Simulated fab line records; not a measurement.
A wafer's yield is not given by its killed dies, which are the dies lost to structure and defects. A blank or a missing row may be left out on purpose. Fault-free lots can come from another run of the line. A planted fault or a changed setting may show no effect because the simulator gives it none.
Lot-split experiment :: flow n5_finfet :: 21 wafers read from 7 lots, route of 1938 steps

ON THE SPLIT
At N5_BEOL_M0_DEP_125 (deposits SiCN from 3MS/NH3, target thk 8 nm, time 14 s), the setting time_s was moved away from the recipe's 14 s on 8 of the 21 wafers read, by -8.4% to +14.4%. The other wafers ran this setting at the recipe's value.

Reading taken at the split's own step.

THE READING
SiCN_of_BEOL_M0_DEP_125.thk_nm (the simulator's own value, which no gauge read), in nm, at N5_BEOL_M0_DEP_125 (deposits SiCN from 3MS/NH3, target thk 8 nm, time 14 s). The file does not state a usual value for it. The 13 wafers here that ran the recipe average 8.1 nm, standard deviation 0.097 nm.

wafer: L078.1
tool, chamber at the split: pecvd-02, 0
time_s as run, s: 13.3
against the recipe: -5.0%
SiCN_of_BEOL_M0_DEP_125.thk_nm, nm: 7.4
against lot-mates on the recipe: -0.6

wafer: L078.2
tool, chamber at the split: pecvd-02, 1
time_s as run, s: 13.3
against the recipe: -5.0%
SiCN_of_BEOL_M0_DEP_125.thk_nm, nm: 7.6
against lot-mates on the recipe: -0.4

wafer: L078.6
tool, chamber at the split: pecvd-02, 1
time_s as run, s: 14
against the recipe: recipe
SiCN_of_BEOL_M0_DEP_125.thk_nm, nm: 8
against lot-mates on the recipe: -

wafer: L079.3
tool, chamber at the split: pecvd-02, 0
time_s as run, s: 14.86
against the recipe: +6.1%
SiCN_of_BEOL_M0_DEP_125.thk_nm, nm: 8.4
against lot-mates on the recipe: +0.2

wafer: L079.4
tool, chamber at the split: pecvd-02, 2
time_s as run, s: 14.86
against the recipe: +6.1%
SiCN_of_BEOL_M0_DEP_125.thk_nm, nm: 8.6
against lot-mates on the recipe: +0.4

wafer: L079.5
tool, chamber at the split: pecvd-02, 1
time_s as run, s: 14
against the recipe: recipe
SiCN_of_BEOL_M0_DEP_125.thk_nm, nm: 8.2
against lot-mates on the recipe: -

wafer: L087.3
tool, chamber at the split: pecvd-04, 1,0
time_s as run, s: 14
against the recipe: recipe
SiCN_of_BEOL_M0_DEP_125.thk_nm, nm: 8
against lot-mates on the recipe: -

wafer: L087.4
tool, chamber at the split: pecvd-04, 1,0
time_s as run, s: 14
against the recipe: recipe
SiCN_of_BEOL_M0_DEP_125.thk_nm, nm: 8
against lot-mates on the recipe: -

wafer: L087.6
tool, chamber at the split: pecvd-04, 0
time_s as run, s: 14
against the recipe: recipe
SiCN_of_BEOL_M0_DEP_125.thk_nm, nm: 8.2
against lot-mates on the recipe: -

wafer: L088.4
tool, chamber at the split: pecvd-01, 1,0,2
time_s as run, s: 14
against the recipe: recipe
SiCN_of_BEOL_M0_DEP_125.thk_nm, nm: 8
against lot-mates on the recipe: -

wafer: L088.5
tool, chamber at the split: pecvd-01, 1,0,2
time_s as run, s: 14
against the recipe: recipe
SiCN_of_BEOL_M0_DEP_125.thk_nm, nm: 8
against lot-mates on the recipe: -

wafer: L088.6
tool, chamber at the split: pecvd-01, 1,0,2
time_s as run, s: 14
against the recipe: recipe
SiCN_of_BEOL_M0_DEP_125.thk_nm, nm: 8
against lot-mates on the recipe: -

wafer: L091.1
tool, chamber at the split: pecvd-04, 0
time_s as run, s: 14
against the recipe: recipe
SiCN_of_BEOL_M0_DEP_125.thk_nm, nm: 8
against lot-mates on the recipe: -

wafer: L091.3
tool, chamber at the split: pecvd-04, 1,0
time_s as run, s: 14
against the recipe: recipe
SiCN_of_BEOL_M0_DEP_125.thk_nm, nm: 8.2
against lot-mates on the recipe: -

wafer: L091.4
tool, chamber at the split: pecvd-04, 1,0
time_s as run, s: 14
against the recipe: recipe
SiCN_of_BEOL_M0_DEP_125.thk_nm, nm: 8.2
against lot-mates on the recipe: -

wafer: L093.1
tool, chamber at the split: pecvd-02, 2
time_s as run, s: 12.83
against the recipe: -8.4%
SiCN_of_BEOL_M0_DEP_125.thk_nm, nm: 7.4
against lot-mates on the recipe: -0.8

wafer: L093.3
tool, chamber at the split: pecvd-02, 0
time_s as run, s: 12.83
against the recipe: -8.4%
SiCN_of_BEOL_M0_DEP_125.thk_nm, nm: 7.2
against lot-mates on the recipe: -1.0

wafer: L093.4
tool, chamber at the split: pecvd-02, 1
time_s as run, s: 14
against the recipe: recipe
SiCN_of_BEOL_M0_DEP_125.thk_nm, nm: 8.2
against lot-mates on the recipe: -

wafer: L097.2
tool, chamber at the split: pecvd-01, 2
time_s as run, s: 14
against the recipe: recipe
SiCN_of_BEOL_M0_DEP_125.thk_nm, nm: 8
against lot-mates on the recipe: -

wafer: L097.4
tool, chamber at the split: pecvd-01, 1
time_s as run, s: 16.01
against the recipe: +14.4%
SiCN_of_BEOL_M0_DEP_125.thk_nm, nm: 9
against lot-mates on the recipe: +1.0

wafer: L097.5
tool, chamber at the split: pecvd-01, 0
time_s as run, s: 16.01
against the recipe: +14.4%
SiCN_of_BEOL_M0_DEP_125.thk_nm, nm: 9.2
against lot-mates on the recipe: +1.2
The file does not say which wafer passed through which chamber wherever a row lists several chambers: such a row stands for several wafers.

THE FIT
A straight line over all 21 wafers: SiCN_of_BEOL_M0_DEP_125.thk_nm changes by +0.0797 nm for each +1% of time_s; r = +0.97; the points scatter about the line by 0.12 nm.
The same after taking each lot's own level away (the mean of its wafers on the recipe; 21 wafers): +0.0828 nm for each +1%; r = +0.97; scatter 0.12 nm.
That fit puts the effect of the largest move of time_s on the reading at 1.2 nm.
The lots' own levels span 8.00 to 8.20 nm, that is 2.1 times the standard deviation above.
Hence the lot-to-lot level has little effect on the slope; both slopes agree.
Check: with one of the wafers moved furthest among these (+14.4%) left out of the fit, the line predicts +1.2 nm for it against its lot-mates. It came out at +1 nm against them.

ADDITIONAL SPLITS CARRIED BY THESE WAFERS
Note: prior to the reading, these wafers also went through further splits. Each is held against what the fit with the lots' levels taken away leaves over:
other split on the same wafers: N5_HKMG_FIN_ETCH_31 bias_w
wafers away from the commonest value: 7
r with SiCN_of_BEOL_M0_DEP_125.thk_nm (lot level and that fit taken away): +0.05

other split on the same wafers: N5_MOL_CONTACT_COAG_CONTACT_ETCH_14 source_w
wafers away from the commonest value: 4
r with SiCN_of_BEOL_M0_DEP_125.thk_nm (lot level and that fit taken away): -0.37

other split on the same wafers: N5_MOL_CONTACT_COAG_ETCHBACK_135 time_s
wafers away from the commonest value: 7
r with SiCN_of_BEOL_M0_DEP_125.thk_nm (lot level and that fit taken away): -0.03

other split on the same wafers: N5_MOL_CONTACT_COAG_VIA_ETCH_46 bias_w
wafers away from the commonest value: 6
r with SiCN_of_BEOL_M0_DEP_125.thk_nm (lot level and that fit taken away): -0.29

other split on the same wafers: N5_BEOL_M0_SAQP_COAT_105 spin_rpm
wafers away from the commonest value: 9
r with SiCN_of_BEOL_M0_DEP_125.thk_nm (lot level and that fit taken away): -0.29

THE FILE'S OWN FIT
SiCN_of_BEOL_M0_DEP_125.thk_nm changes by +0.0817 nm for each +1% of time_s, r = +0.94.
